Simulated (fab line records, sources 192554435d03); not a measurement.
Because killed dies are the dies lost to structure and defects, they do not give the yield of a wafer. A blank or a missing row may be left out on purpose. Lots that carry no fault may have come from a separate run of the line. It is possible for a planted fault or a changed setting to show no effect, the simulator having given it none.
Which tool is to blame? / flow n5-finfet / 57 wafers from 19 lots sampled at 5 of the route's 1938 steps

## WHAT THE GAUGES READ, wafer by wafer
N5_BEOL_M2_OVL_MEAS_12.
lot=L074; measured=day 6 14:01; on=overlay-02; M2_OVL (nm)=-1.1 -0.1 -0.4
lot=L075; measured=day 7 00:52; on=overlay-01; M2_OVL (nm)=-1.2 -0.2 -1.5
lot=L076; measured=day 7 22:11; on=overlay-02; M2_OVL (nm)=-0.3 -0.4 0.2
lot=L078; measured=day 7 22:59; on=overlay-02; M2_OVL (nm)=-1.3 -0.4 -0.9
lot=L079; measured=day 9 19:59; on=overlay-02; M2_OVL (nm)=0.5 0.0 0.1
lot=L080; measured=day 9 20:08; on=overlay-02; M2_OVL (nm)=0.5 0.0 -0.5
lot=L082; measured=day 10 10:22; on=overlay-02; M2_OVL (nm)=1.6 0.2 0.0
lot=L083; measured=day 10 16:02; on=overlay-02; M2_OVL (nm)=-0.4 -0.2 -1.1
lot=L085; measured=day 11 04:54; on=overlay-01; M2_OVL (nm)=-0.4 -0.7 -0.3
lot=L086; measured=day 11 07:23; on=overlay-02; M2_OVL (nm)=0.0 0.2 -0.8
lot=L087; measured=day 11 13:28; on=overlay-02; M2_OVL (nm)=-0.2 -0.7 -0.1
lot=L089; measured=day 12 17:07; on=overlay-01; M2_OVL (nm)=-0.6 -1.9 -0.7
lot=L090; measured=day 12 20:23; on=overlay-01; M2_OVL (nm)=-0.7 0.4 -0.7
lot=L091; measured=day 12 22:53; on=overlay-01; M2_OVL (nm)=-1.3 0.6 -0.2
lot=L092; measured=day 12 20:49; on=overlay-01; M2_OVL (nm)=-0.2 -1.9 -0.7
lot=L093; measured=day 13 02:09; on=overlay-01; M2_OVL (nm)=0.1 0.0 -0.1
lot=L096; measured=day 14 04:23; on=overlay-02; M2_OVL (nm)=0.2 -0.8 -0.3
lot=L095; measured=day 14 04:52; on=overlay-02; M2_OVL (nm)=-0.9 0.0 -1.5
lot=L094; measured=day 14 05:08; on=overlay-01; M2_OVL (nm)=-1.1 -0.4 -0.5

## WHAT TOOL EACH LOT RAN ON (gives the tool, then ch and the chambers of the sampled wafers, and finally the start)
lot=L074; N5_BEOL_M1_STRIP_66=rie-diel-05 ch 0,3, day 6 02:23; N5_BEOL_M1_ETCH_77=rie-diel-03 ch 0,2,3, day 6 03:05; N5_BEOL_M1_ETCH_41=rie-diel-02 ch 1,2, day 6 14:01 or earlier; N5_BEOL_M1_STRIP_97=rie-diel-02 ch 1,2, day 6 14:01 or earlier
lot=L075; N5_BEOL_M1_STRIP_66=rie-diel-03 ch 0,1,3, day 6 16:32; N5_BEOL_M1_ETCH_77=rie-diel-03 ch 1,2,3, day 6 17:23; N5_BEOL_M1_ETCH_41=rie-diel-03 ch 1,2,3, day 7 00:52 or earlier; N5_BEOL_M1_STRIP_97=rie-diel-03 ch 1,2,3, day 7 00:52 or earlier
lot=L076; N5_BEOL_M1_STRIP_66=rie-diel-02 ch 0,1,2, day 6 18:13; N5_BEOL_M1_ETCH_77=rie-diel-05 ch 0,1,2, day 6 18:58; N5_BEOL_M1_ETCH_41=rie-diel-02 ch 0,2, day 7 22:11 or earlier; N5_BEOL_M1_STRIP_97=rie-diel-02 ch 0,2, day 7 22:11 or earlier
lot=L078; N5_BEOL_M1_STRIP_66=rie-diel-03 ch 1,2,3, day 6 20:40; N5_BEOL_M1_ETCH_77=rie-diel-02 ch 0,2,3, day 6 21:23; N5_BEOL_M1_ETCH_41=rie-diel-02 ch 1,2, day 7 22:59 or earlier; N5_BEOL_M1_STRIP_97=rie-diel-02 ch 1,2, day 7 22:59 or earlier
lot=L079; N5_BEOL_M1_STRIP_66=rie-diel-02 ch 1,2,3, day 7 23:46; N5_BEOL_M1_ETCH_77=rie-diel-02 ch 0,2,3, day 8 04:22; N5_BEOL_M1_ETCH_41=rie-diel-02 ch 1,2, day 9 19:59 or earlier; N5_BEOL_M1_STRIP_97=rie-diel-02 ch 1,2, day 9 19:59 or earlier
lot=L080; N5_BEOL_M1_STRIP_66=rie-diel-02 ch 1,2, day 8 01:02; N5_BEOL_M1_ETCH_77=rie-diel-02 ch 2,3, day 8 04:47; N5_BEOL_M1_ETCH_41=rie-diel-03 ch 0,2,3, day 9 20:08 or earlier; N5_BEOL_M1_STRIP_97=rie-diel-03 ch 0,2,3, day 9 20:08 or earlier
lot=L082; N5_BEOL_M1_STRIP_66=rie-diel-05 ch 0,3, day 10 01:28; N5_BEOL_M1_ETCH_77=rie-diel-02 ch 0,1,3, day 10 02:10; N5_BEOL_M1_ETCH_41=rie-diel-02 ch 0,2,3, day 10 10:22 or earlier; N5_BEOL_M1_STRIP_97=rie-diel-02 ch 0,2,3, day 10 10:22 or earlier
lot=L083; N5_BEOL_M1_STRIP_66=rie-diel-02 ch 0,1, day 10 06:31; N5_BEOL_M1_ETCH_77=rie-diel-05 ch 0,2,3, day 10 07:19; N5_BEOL_M1_ETCH_41=rie-diel-02 ch 0,2,3, day 10 16:02 or earlier; N5_BEOL_M1_STRIP_97=rie-diel-02 ch 0,2,3, day 10 16:02 or earlier
lot=L085; N5_BEOL_M1_STRIP_66=rie-diel-02 ch 0,2, day 10 20:58; N5_BEOL_M1_ETCH_77=rie-diel-02 ch 1,3, day 10 22:17; N5_BEOL_M1_ETCH_41=rie-diel-03 ch 1,3, day 11 04:54 or earlier; N5_BEOL_M1_STRIP_97=rie-diel-03 ch 1,3, day 11 04:54 or earlier
lot=L086; N5_BEOL_M1_STRIP_66=rie-diel-05 ch 2,3, day 10 23:08; N5_BEOL_M1_ETCH_77=rie-diel-05 ch 2,3, day 10 23:58; N5_BEOL_M1_ETCH_41=rie-diel-05 ch 0,1,2, day 11 07:23 or earlier; N5_BEOL_M1_STRIP_97=rie-diel-05 ch 0,1,2, day 11 07:23 or earlier
lot=L087; N5_BEOL_M1_STRIP_66=rie-diel-02 ch 0,1,3, day 11 00:11; N5_BEOL_M1_ETCH_77=rie-diel-02 ch 0,1,3, day 11 01:01; N5_BEOL_M1_ETCH_41=rie-diel-03 ch 0,2, day 11 13:28 or earlier; N5_BEOL_M1_STRIP_97=rie-diel-03 ch 0,2, day 11 13:28 or earlier
lot=L089; N5_BEOL_M1_STRIP_66=rie-diel-03 ch 1,3, day 12 07:26; N5_BEOL_M1_ETCH_77=rie-diel-02 ch 2,3, day 12 08:14; N5_BEOL_M1_ETCH_41=rie-diel-05 ch 2,3, day 12 17:07 or earlier; N5_BEOL_M1_STRIP_97=rie-diel-05 ch 2,3, day 12 17:07 or earlier
lot=L090; N5_BEOL_M1_STRIP_66=rie-diel-02 ch 1,3, day 12 07:56; N5_BEOL_M1_ETCH_77=rie-diel-03 ch 1,2,3, day 12 08:49; N5_BEOL_M1_ETCH_41=rie-diel-02 ch 2,3, day 12 20:23 or earlier; N5_BEOL_M1_STRIP_97=rie-diel-02 ch 2,3, day 12 20:23 or earlier
lot=L091; N5_BEOL_M1_STRIP_66=rie-diel-02 ch 1,3, day 12 10:13; N5_BEOL_M1_ETCH_77=rie-diel-03 ch 0,3, day 12 11:10; N5_BEOL_M1_ETCH_41=rie-diel-05 ch 2,3, day 12 22:53 or earlier; N5_BEOL_M1_STRIP_97=rie-diel-05 ch 2,3, day 12 22:53 or earlier
lot=L092; N5_BEOL_M1_STRIP_66=rie-diel-02 ch 0,2,3, day 12 11:26; N5_BEOL_M1_ETCH_77=rie-diel-02 ch 1,2, day 12 12:08; N5_BEOL_M1_ETCH_41=rie-diel-02 ch 0,2,3, day 12 20:49 or earlier; N5_BEOL_M1_STRIP_97=rie-diel-02 ch 0,2,3, day 12 20:49 or earlier
lot=L093; N5_BEOL_M1_STRIP_66=rie-diel-03 ch 2,3, day 12 12:14; N5_BEOL_M1_ETCH_77=rie-diel-02 ch 0,1,2, day 12 12:58; N5_BEOL_M1_ETCH_41=rie-diel-05 ch 0,1,3, day 13 02:09 or earlier; N5_BEOL_M1_STRIP_97=rie-diel-05 ch 0,1,3, day 13 02:09 or earlier
lot=L096; N5_BEOL_M1_STRIP_66=rie-diel-02 ch 0,1,3, day 13 21:07; N5_BEOL_M1_ETCH_77=rie-diel-05 ch 0,2,3, day 13 21:57; N5_BEOL_M1_ETCH_41=rie-diel-05 ch 0,2,3, day 14 04:23 or earlier; N5_BEOL_M1_STRIP_97=rie-diel-05 ch 0,2,3, day 14 04:23 or earlier
lot=L095; N5_BEOL_M1_STRIP_66=rie-diel-02 ch 1,2,3, day 13 21:20; N5_BEOL_M1_ETCH_77=rie-diel-02 ch 1,2,3, day 13 22:10; N5_BEOL_M1_ETCH_41=rie-diel-02 ch 0,2,3, day 14 04:52 or earlier; N5_BEOL_M1_STRIP_97=rie-diel-02 ch 0,2,3, day 14 04:52 or earlier
lot=L094; N5_BEOL_M1_STRIP_66=rie-diel-03 ch 0,1, day 13 21:26; N5_BEOL_M1_ETCH_77=rie-diel-02 ch 0,1,2, day 13 22:56; N5_BEOL_M1_ETCH_41=rie-diel-05 ch 1,2, day 14 05:08 or earlier; N5_BEOL_M1_STRIP_97=rie-diel-05 ch 1,2, day 14 05:08 or earlier
- N5_BEOL_M1_STRIP_66: strips in CF4.
- N5_BEOL_M1_ETCH_77: etches underlayer in N2/H2, target depth 6.5 nm, time 5.2 s.
- N5_BEOL_M1_ETCH_41: etches SiCN in CH3F/O2, target depth 31.9 nm, time 57.8 s.
- N5_BEOL_M1_STRIP_97: strips in N2/H2, time 10 s.

## WHAT THE TOOLS THEMSELVES READ (means of the sampled wafers that have a number; where no wafer has one, the mark that the record gives instead)
N5_BEOL_M1_STRIP_66.
lot=L074; tool=rie-diel-05; drypump-motor-current-A (A)=6.0; oes-product-au (a.u.)=0.72; power-w (W)=301.1; rf-vpp-V (V)=270.8; showerhead-plenum-p-Torr (Torr)=1.78; throttle-valve-pct (%)=13.60
lot=L075; tool=rie-diel-03; drypump-motor-current-A (A)=5.7; oes-product-au (a.u.)=0.75; power-w (W)=300.3; rf-vpp-V (V)=271.7; showerhead-plenum-p-Torr (Torr)=1.84; throttle-valve-pct (%)=13.70
lot=L076; tool=rie-diel-02; drypump-motor-current-A (A)=5.5; oes-product-au (a.u.)=0.76; power-w (W)=300.7; rf-vpp-V (V)=271.2; showerhead-plenum-p-Torr (Torr)=1.77; throttle-valve-pct (%)=13.73
lot=L078; tool=rie-diel-03; drypump-motor-current-A (A)=5.6; oes-product-au (a.u.)=0.72; power-w (W)=299.7; rf-vpp-V (V)=271.4; showerhead-plenum-p-Torr (Torr)=1.78; throttle-valve-pct (%)=13.76
lot=L079; tool=rie-diel-02; drypump-motor-current-A (A)=5.9; oes-product-au (a.u.)=0.78; power-w (W)=300.0; rf-vpp-V (V)=269.3; showerhead-plenum-p-Torr (Torr)=1.73; throttle-valve-pct (%)=13.60
lot=L080; tool=rie-diel-02; drypump-motor-current-A (A)=5.9; oes-product-au (a.u.)=0.82; power-w (W)=300.0; rf-vpp-V (V)=270.4; showerhead-plenum-p-Torr (Torr)=1.74; throttle-valve-pct (%)=13.59
lot=L082; tool=rie-diel-05; drypump-motor-current-A (A)=6.2; oes-product-au (a.u.)=0.73; power-w (W)=299.4; rf-vpp-V (V)=271.1; showerhead-plenum-p-Torr (Torr)=1.79; throttle-valve-pct (%)=13.73
lot=L083; tool=rie-diel-02; drypump-motor-current-A (A)=5.1; oes-product-au (a.u.)=0.89; power-w (W)=300.0; rf-vpp-V (V)=271.4; showerhead-plenum-p-Torr (Torr)=1.80; throttle-valve-pct (%)=13.53
lot=L085; tool=rie-diel-02; drypump-motor-current-A (A)=5.7; oes-product-au (a.u.)=0.87; power-w (W)=300.6; rf-vpp-V (V)=271.0; showerhead-plenum-p-Torr (Torr)=1.77; throttle-valve-pct (%)=13.49
lot=L086; tool=rie-diel-05; drypump-motor-current-A (A)=6.3; oes-product-au (a.u.)=0.81; power-w (W)=299.5; rf-vpp-V (V)=270.6; showerhead-plenum-p-Torr (Torr)=1.78; throttle-valve-pct (%)=13.73
lot=L087; tool=rie-diel-02; drypump-motor-current-A (A)=5.4; oes-product-au (a.u.)=0.80; power-w (W)=300.7; rf-vpp-V (V)=270.0; showerhead-plenum-p-Torr (Torr)=1.76; throttle-valve-pct (%)=13.59
lot=L089; tool=rie-diel-03; drypump-motor-current-A (A)=5.6; oes-product-au (a.u.)=0.69; power-w (W)=299.8; rf-vpp-V (V)=271.7; showerhead-plenum-p-Torr (Torr)=1.82; throttle-valve-pct (%)=13.81
lot=L090; tool=rie-diel-02; drypump-motor-current-A (A)=5.8; oes-product-au (a.u.)=0.72; power-w (W)=299.6; rf-vpp-V (V)=269.3; showerhead-plenum-p-Torr (Torr)=1.72; throttle-valve-pct (%)=13.69
lot=L091; tool=rie-diel-02; drypump-motor-current-A (A)=5.7; oes-product-au (a.u.)=0.72; power-w (W)=301.1; rf-vpp-V (V)=269.4; showerhead-plenum-p-Torr (Torr)=1.71; throttle-valve-pct (%)=13.76
lot=L092; tool=rie-diel-02; drypump-motor-current-A (A)=5.6; oes-product-au (a.u.)=0.82; power-w (W)=300.7; rf-vpp-V (V)=270.6; showerhead-plenum-p-Torr (Torr)=1.76; throttle-valve-pct (%)=13.55
lot=L093; tool=rie-diel-03; drypump-motor-current-A (A)=5.6; oes-product-au (a.u.)=0.69; power-w (W)=300.9; rf-vpp-V (V)=271.7; showerhead-plenum-p-Torr (Torr)=1.79; throttle-valve-pct (%)=13.77
lot=L096; tool=rie-diel-02; drypump-motor-current-A (A)=5.4; oes-product-au (a.u.)=0.78; power-w (W)=300.3; rf-vpp-V (V)=269.9; showerhead-plenum-p-Torr (Torr)=1.75; throttle-valve-pct (%)=13.65
lot=L095; tool=rie-diel-02; drypump-motor-current-A (A)=5.8; oes-product-au (a.u.)=0.74; power-w (W)=299.6; rf-vpp-V (V)=269.1; showerhead-plenum-p-Torr (Torr)=1.72; throttle-valve-pct (%)=13.69
lot=L094; tool=rie-diel-03; drypump-motor-current-A (A)=5.8; oes-product-au (a.u.)=0.72; power-w (W)=300.1; rf-vpp-V (V)=271.1; showerhead-plenum-p-Torr (Torr)=1.80; throttle-valve-pct (%)=13.85

N5_BEOL_M1_ETCH_77.
lot=L074; tool=rie-diel-03; bias-w (W)=149.8; drypump-motor-current-A (A)=5.7; etch-rf-on-time-s (s)=5.17; oes-product-au (a.u.)=0.65; rf-vpp-V (V)=525.5; showerhead-plenum-p-Torr (Torr)=2.59; throttle-valve-pct (%)=17.95
lot=L075; tool=rie-diel-03; bias-w (W)=149.9; drypump-motor-current-A (A)=5.7; etch-rf-on-time-s (s)=5.31; oes-product-au (a.u.)=0.61; rf-vpp-V (V)=522.8; showerhead-plenum-p-Torr (Torr)=2.54; throttle-valve-pct (%)=18.06
lot=L076; tool=rie-diel-05; bias-w (W)=150.4; drypump-motor-current-A (A)=5.8; etch-rf-on-time-s (s)=5.24; oes-product-au (a.u.)=0.73; rf-vpp-V (V)=523.2; showerhead-plenum-p-Torr (Torr)=2.54; throttle-valve-pct (%)=17.68
lot=L078; tool=rie-diel-02; bias-w (W)=149.9; drypump-motor-current-A (A)=5.6; etch-rf-on-time-s (s)=5.13; oes-product-au (a.u.)=0.65; rf-vpp-V (V)=521.7; showerhead-plenum-p-Torr (Torr)=2.51; throttle-valve-pct (%)=17.97
lot=L079; tool=rie-diel-02; bias-w (W)=149.8; drypump-motor-current-A (A)=5.6; etch-rf-on-time-s (s)=5.19; oes-product-au (a.u.)=0.65; rf-vpp-V (V)=523.1; showerhead-plenum-p-Torr (Torr)=2.50; throttle-valve-pct (%)=18.00
lot=L080; tool=rie-diel-02; bias-w (W)=150.0; drypump-motor-current-A (A)=6.0; etch-rf-on-time-s (s)=5.10; oes-product-au (a.u.)=0.66; rf-vpp-V (V)=520.0; showerhead-plenum-p-Torr (Torr)=2.45; throttle-valve-pct (%)=17.87
lot=L082; tool=rie-diel-02; bias-w (W)=149.6; drypump-motor-current-A (A)=5.4; etch-rf-on-time-s (s)=5.14; oes-product-au (a.u.)=0.71; rf-vpp-V (V)=521.9; showerhead-plenum-p-Torr (Torr)=2.49; throttle-valve-pct (%)=17.93
lot=L083; tool=rie-diel-05; bias-w (W)=150.1; drypump-motor-current-A (A)=6.1; etch-rf-on-time-s (s)=5.24; oes-product-au (a.u.)=0.68; rf-vpp-V (V)=523.4; showerhead-plenum-p-Torr (Torr)=2.51; throttle-valve-pct (%)=17.86
lot=L085; tool=rie-diel-02; bias-w (W)=150.3; drypump-motor-current-A (A)=5.8; etch-rf-on-time-s (s)=5.12; oes-product-au (a.u.)=0.62; rf-vpp-V (V)=521.7; showerhead-plenum-p-Torr (Torr)=2.43; throttle-valve-pct (%)=17.98
lot=L086; tool=rie-diel-05; bias-w (W)=150.5; drypump-motor-current-A (A)=6.2; etch-rf-on-time-s (s)=5.14; oes-product-au (a.u.)=0.74; rf-vpp-V (V)=523.9; showerhead-plenum-p-Torr (Torr)=2.50; throttle-valve-pct (%)=17.86
lot=L087; tool=rie-diel-02; bias-w (W)=149.9; drypump-motor-current-A (A)=5.4; etch-rf-on-time-s (s)=5.13; oes-product-au (a.u.)=0.70; rf-vpp-V (V)=522.1; showerhead-plenum-p-Torr (Torr)=2.49; throttle-valve-pct (%)=17.96
lot=L089; tool=rie-diel-02; bias-w (W)=149.5; drypump-motor-current-A (A)=6.0; etch-rf-on-time-s (s)=5.10; oes-product-au (a.u.)=0.65; rf-vpp-V (V)=520.1; showerhead-plenum-p-Torr (Torr)=2.44; throttle-valve-pct (%)=17.91
lot=L090; tool=rie-diel-03; bias-w (W)=150.2; drypump-motor-current-A (A)=5.6; etch-rf-on-time-s (s)=5.21; oes-product-au (a.u.)=0.60; rf-vpp-V (V)=523.7; showerhead-plenum-p-Torr (Torr)=2.52; throttle-valve-pct (%)=18.11
lot=L091; tool=rie-diel-03; bias-w (W)=150.1; drypump-motor-current-A (A)=5.8; etch-rf-on-time-s (s)=5.27; oes-product-au (a.u.)=0.64; rf-vpp-V (V)=527.2; showerhead-plenum-p-Torr (Torr)=2.66; throttle-valve-pct (%)=18.05
lot=L092; tool=rie-diel-02; bias-w (W)=149.4; drypump-motor-current-A (A)=5.7; etch-rf-on-time-s (s)=5.16; oes-product-au (a.u.)=0.66; rf-vpp-V (V)=521.8; showerhead-plenum-p-Torr (Torr)=2.44; throttle-valve-pct (%)=18.07
lot=L093; tool=rie-diel-02; bias-w (W)=149.8; drypump-motor-current-A (A)=5.5; etch-rf-on-time-s (s)=5.13; oes-product-au (a.u.)=0.72; rf-vpp-V (V)=522.6; showerhead-plenum-p-Torr (Torr)=2.49; throttle-valve-pct (%)=17.94
lot=L096; tool=rie-diel-05; bias-w (W)=150.1; drypump-motor-current-A (A)=6.1; etch-rf-on-time-s (s)=5.16; oes-product-au (a.u.)=0.66; rf-vpp-V (V)=522.3; showerhead-plenum-p-Torr (Torr)=2.50; throttle-valve-pct (%)=17.90
lot=L095; tool=rie-diel-02; bias-w (W)=150.3; drypump-motor-current-A (A)=5.9; etch-rf-on-time-s (s)=5.10; oes-product-au (a.u.)=0.64; rf-vpp-V (V)=521.1; showerhead-plenum-p-Torr (Torr)=2.43; throttle-valve-pct (%)=18.01
lot=L094; tool=rie-diel-02; bias-w (W)=150.1; drypump-motor-current-A (A)=5.5; etch-rf-on-time-s (s)=5.13; oes-product-au (a.u.)=0.71; rf-vpp-V (V)=520.6; showerhead-plenum-p-Torr (Torr)=2.49; throttle-valve-pct (%)=17.96

N5_BEOL_M1_ETCH_41.
lot=L074; tool=rie-diel-02; bias-w (W)=74.99; drypump-motor-current-A (A)=5.9; oes-product-au (a.u.)=0.85; rf-vpp-V (V)=296.5; showerhead-plenum-p-Torr (Torr)=1.95; throttle-valve-pct (%)=16.35
lot=L075; tool=rie-diel-03; bias-w (W)=74.91; drypump-motor-current-A (A)=5.6; oes-product-au (a.u.)=0.72; rf-vpp-V (V)=297.4; showerhead-plenum-p-Torr (Torr)=2.00; throttle-valve-pct (%)=16.54
lot=L076; tool=rie-diel-02; bias-w (W)=74.77; drypump-motor-current-A (A)=5.2; oes-product-au (a.u.)=0.75; rf-vpp-V (V)=298.1; showerhead-plenum-p-Torr (Torr)=2.02; throttle-valve-pct (%)=16.52
lot=L078; tool=rie-diel-02; bias-w (W)=75.21; drypump-motor-current-A (A)=5.9; oes-product-au (a.u.)=0.84; rf-vpp-V (V)=295.6; showerhead-plenum-p-Torr (Torr)=1.94; throttle-valve-pct (%)=16.37
lot=L079; tool=rie-diel-02; bias-w (W)=74.89; drypump-motor-current-A (A)=5.8; oes-product-au (a.u.)=0.79; rf-vpp-V (V)=296.1; showerhead-plenum-p-Torr (Torr)=1.92; throttle-valve-pct (%)=16.45
lot=L080; tool=rie-diel-03; bias-w (W)=75.23; drypump-motor-current-A (A)=5.7; oes-product-au (a.u.)=0.74; rf-vpp-V (V)=297.9; showerhead-plenum-p-Torr (Torr)=2.03; throttle-valve-pct (%)=16.44
lot=L082; tool=rie-diel-02; bias-w (W)=75.06; drypump-motor-current-A (A)=5.6; oes-product-au (a.u.)=0.86; rf-vpp-V (V)=296.3; showerhead-plenum-p-Torr (Torr)=1.97; throttle-valve-pct (%)=16.27
lot=L083; tool=rie-diel-02; bias-w (W)=75.21; drypump-motor-current-A (A)=5.6; oes-product-au (a.u.)=0.87; rf-vpp-V (V)=296.1; showerhead-plenum-p-Torr (Torr)=1.97; throttle-valve-pct (%)=16.26
lot=L085; tool=rie-diel-03; bias-w (W)=75.04; drypump-motor-current-A (A)=5.6; oes-product-au (a.u.)=0.71; rf-vpp-V (V)=296.8; showerhead-plenum-p-Torr (Torr)=2.02; throttle-valve-pct (%)=16.64
lot=L086; tool=rie-diel-05; bias-w (W)=75.18; drypump-motor-current-A (A)=5.8; oes-product-au (a.u.)=0.83; rf-vpp-V (V)=297.9; showerhead-plenum-p-Torr (Torr)=1.99; throttle-valve-pct (%)=16.17
lot=L087; tool=rie-diel-03; bias-w (W)=75.00; drypump-motor-current-A (A)=5.8; oes-product-au (a.u.)=0.72; rf-vpp-V (V)=296.6; showerhead-plenum-p-Torr (Torr)=1.97; throttle-valve-pct (%)=16.46
lot=L089; tool=rie-diel-05; bias-w (W)=74.88; drypump-motor-current-A (A)=6.3; oes-product-au (a.u.)=0.80; rf-vpp-V (V)=296.8; showerhead-plenum-p-Torr (Torr)=1.98; throttle-valve-pct (%)=16.52
lot=L090; tool=rie-diel-02; bias-w (W)=75.20; drypump-motor-current-A (A)=6.0; oes-product-au (a.u.)=0.80; rf-vpp-V (V)=295.8; showerhead-plenum-p-Torr (Torr)=1.93; throttle-valve-pct (%)=16.34
lot=L091; tool=rie-diel-05; bias-w (W)=74.98; drypump-motor-current-A (A)=6.3; oes-product-au (a.u.)=0.80; rf-vpp-V (V)=297.3; showerhead-plenum-p-Torr (Torr)=1.98; throttle-valve-pct (%)=16.52
lot=L092; tool=rie-diel-02; bias-w (W)=74.99; drypump-motor-current-A (A)=5.6; oes-product-au (a.u.)=0.83; rf-vpp-V (V)=296.8; showerhead-plenum-p-Torr (Torr)=1.96; throttle-valve-pct (%)=16.28
lot=L093; tool=rie-diel-05; bias-w (W)=75.02; drypump-motor-current-A (A)=5.8; oes-product-au (a.u.)=0.76; rf-vpp-V (V)=297.1; showerhead-plenum-p-Torr (Torr)=2.00; throttle-valve-pct (%)=16.32
lot=L096; tool=rie-diel-05; bias-w (W)=75.01; drypump-motor-current-A (A)=6.1; oes-product-au (a.u.)=0.76; rf-vpp-V (V)=297.4; showerhead-plenum-p-Torr (Torr)=1.97; throttle-valve-pct (%)=16.42
lot=L095; tool=rie-diel-02; bias-w (W)=74.97; drypump-motor-current-A (A)=5.6; oes-product-au (a.u.)=0.81; rf-vpp-V (V)=297.2; showerhead-plenum-p-Torr (Torr)=1.96; throttle-valve-pct (%)=16.30
lot=L094; tool=rie-diel-05; bias-w (W)=75.13; drypump-motor-current-A (A)=5.6; oes-product-au (a.u.)=0.87; rf-vpp-V (V)=297.5; showerhead-plenum-p-Torr (Torr)=2.00; throttle-valve-pct (%)=16.16

N5_BEOL_M1_STRIP_97.
lot=L074; tool=rie-diel-02; drypump-motor-current-A (A)=5.9; oes-product-au (a.u.)=0.85; rf-vpp-V (V)=59.0; showerhead-plenum-p-Torr (Torr)=2.47; throttle-valve-pct (%)=23.76
lot=L075; tool=rie-diel-03; drypump-motor-current-A (A)=5.6; oes-product-au (a.u.)=0.72; rf-vpp-V (V)=59.6; showerhead-plenum-p-Torr (Torr)=2.53; throttle-valve-pct (%)=23.85
lot=L076; tool=rie-diel-02; drypump-motor-current-A (A)=5.2; oes-product-au (a.u.)=0.75; rf-vpp-V (V)=59.4; showerhead-plenum-p-Torr (Torr)=2.56; throttle-valve-pct (%)=23.88
lot=L078; tool=rie-diel-02; drypump-motor-current-A (A)=5.9; oes-product-au (a.u.)=0.83; rf-vpp-V (V)=58.9; showerhead-plenum-p-Torr (Torr)=2.46; throttle-valve-pct (%)=23.76
lot=L079; tool=rie-diel-02; drypump-motor-current-A (A)=5.8; oes-product-au (a.u.)=0.79; rf-vpp-V (V)=59.3; showerhead-plenum-p-Torr (Torr)=2.44; throttle-valve-pct (%)=23.88
lot=L080; tool=rie-diel-03; drypump-motor-current-A (A)=5.7; oes-product-au (a.u.)=0.75; rf-vpp-V (V)=58.7; showerhead-plenum-p-Torr (Torr)=2.57; throttle-valve-pct (%)=23.75
lot=L082; tool=rie-diel-02; drypump-motor-current-A (A)=5.6; oes-product-au (a.u.)=0.86; rf-vpp-V (V)=59.5; showerhead-plenum-p-Torr (Torr)=2.50; throttle-valve-pct (%)=23.69
lot=L083; tool=rie-diel-02; drypump-motor-current-A (A)=5.6; oes-product-au (a.u.)=0.85; rf-vpp-V (V)=59.4; showerhead-plenum-p-Torr (Torr)=2.50; throttle-valve-pct (%)=23.70
lot=L085; tool=rie-diel-03; drypump-motor-current-A (A)=5.7; oes-product-au (a.u.)=0.71; rf-vpp-V (V)=59.3; showerhead-plenum-p-Torr (Torr)=2.56; throttle-valve-pct (%)=24.09
lot=L086; tool=rie-diel-05; drypump-motor-current-A (A)=5.8; oes-product-au (a.u.)=0.83; rf-vpp-V (V)=59.1; showerhead-plenum-p-Torr (Torr)=2.53; throttle-valve-pct (%)=23.54
lot=L087; tool=rie-diel-03; drypump-motor-current-A (A)=5.8; oes-product-au (a.u.)=0.72; rf-vpp-V (V)=59.2; showerhead-plenum-p-Torr (Torr)=2.50; throttle-valve-pct (%)=23.74
lot=L089; tool=rie-diel-05; drypump-motor-current-A (A)=6.3; oes-product-au (a.u.)=0.79; rf-vpp-V (V)=58.7; showerhead-plenum-p-Torr (Torr)=2.51; throttle-valve-pct (%)=23.80
lot=L090; tool=rie-diel-02; drypump-motor-current-A (A)=6.0; oes-product-au (a.u.)=0.79; rf-vpp-V (V)=59.5; showerhead-plenum-p-Torr (Torr)=2.45; throttle-valve-pct (%)=23.74
lot=L091; tool=rie-diel-05; drypump-motor-current-A (A)=6.3; oes-product-au (a.u.)=0.80; rf-vpp-V (V)=58.9; showerhead-plenum-p-Torr (Torr)=2.51; throttle-valve-pct (%)=23.80
lot=L092; tool=rie-diel-02; drypump-motor-current-A (A)=5.6; oes-product-au (a.u.)=0.84; rf-vpp-V (V)=59.8; showerhead-plenum-p-Torr (Torr)=2.49; throttle-valve-pct (%)=23.71
lot=L093; tool=rie-diel-05; drypump-motor-current-A (A)=5.8; oes-product-au (a.u.)=0.76; rf-vpp-V (V)=59.4; showerhead-plenum-p-Torr (Torr)=2.53; throttle-valve-pct (%)=23.70
lot=L096; tool=rie-diel-05; drypump-motor-current-A (A)=6.1; oes-product-au (a.u.)=0.77; rf-vpp-V (V)=59.1; showerhead-plenum-p-Torr (Torr)=2.50; throttle-valve-pct (%)=23.70
lot=L095; tool=rie-diel-02; drypump-motor-current-A (A)=5.6; oes-product-au (a.u.)=0.81; rf-vpp-V (V)=58.2; showerhead-plenum-p-Torr (Torr)=2.49; throttle-valve-pct (%)=23.72
lot=L094; tool=rie-diel-05; drypump-motor-current-A (A)=5.7; oes-product-au (a.u.)=0.86; rf-vpp-V (V)=58.6; showerhead-plenum-p-Torr (Torr)=2.55; throttle-valve-pct (%)=23.56

## THE ANSWER, worked out from the rows above alone
Rule: the usual values come from the lots themselves. The widest of any qualifying gaps counts: lots, ordered by their means at a reading, are off when they make up no more than a third of the lots, leave a main group of 4 or more, and stand apart from it by 3 or more times the standard deviation of that group's means. If all means in a main group match to the digits the tables above print for the reading, that group is not used. A lot without any number at a reading at which 4 lots or more have one is off too. Where the step has rows for the other lots, those lots are counted as sound. After the gauges, taken in route order, come the tools' own readings; for these a lot's mean is taken, as printed above. At the first step where some lot is off, the reading lying furthest off is the one used; lots without a number count as furthest.
Nothing can be told from this: no lot is off at any reading shown.

## WHAT THE SIMULATOR HAD INSERTED
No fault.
